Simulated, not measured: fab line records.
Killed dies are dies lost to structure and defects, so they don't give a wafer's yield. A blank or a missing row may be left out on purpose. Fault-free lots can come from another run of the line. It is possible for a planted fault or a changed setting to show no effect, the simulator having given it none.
Which tool did it? :: flow n5Finfet :: 10 lots (24 wafers sampled), 1 step of a 1938-step route

## WHAT THE GAUGES READ, wafer by wafer
N5_BEOL_M4_RC_MEAS_101.
lot: L615
measured: day 7 20:10
on: prober-01
DIBL_N (mV/V): 35.2 36.8

lot: L616
measured: day 8 10:36
on: prober-01
DIBL_N (mV/V): 40.0 32.6

lot: L617
measured: day 8 14:39
on: prober-01
DIBL_N (mV/V): 36.7 37.8 34.0

lot: L625
measured: day 11 09:28
on: prober-02
DIBL_N (mV/V): 33.3 36.6

lot: L630
measured: day 12 08:11
on: prober-01
DIBL_N (mV/V): 38.6 34.9 39.8

lot: L632
measured: day 12 08:45
on: prober-02
DIBL_N (mV/V): 33.8 41.3 34.4

lot: L634
measured: day 12 12:43
on: prober-01
DIBL_N (mV/V): 36.8 31.9 35.9

lot: L635
measured: day 13 08:21
on: prober-01
DIBL_N (mV/V): 36.6 37.0

lot: L636
measured: day 13 13:23
on: prober-01
DIBL_N (mV/V): 34.7 33.0

lot: L637
measured: day 13 23:28
on: prober-01
DIBL_N (mV/V): 38.3 39.1

## EACH LOT AND THE TOOL THAT RAN IT (in order: tool; ch and the chambers of the sampled wafers; start)
Before these readings, the record contains no process step.

## THE ANSWER, worked out from the rows above alone
Rule: usual is defined by the lots themselves. The widest of any qualifying gaps counts: lots, ordered by their means at a reading, are off when they make up no more than a third of the lots, leave a main group of 4 or more, and stand apart from it by 3 or more times the standard deviation of that group's means. Not used: any main group whose means are identical at the precision the tables above print for the reading. Also off: a lot with no number at a reading for which 4 or more lots have one. Any other lot the step has rows for is counted as sound.
Nothing can be told from this: no lot is off at any reading shown.

## WHAT HAD BEEN PUT IN BY THE SIMULATOR
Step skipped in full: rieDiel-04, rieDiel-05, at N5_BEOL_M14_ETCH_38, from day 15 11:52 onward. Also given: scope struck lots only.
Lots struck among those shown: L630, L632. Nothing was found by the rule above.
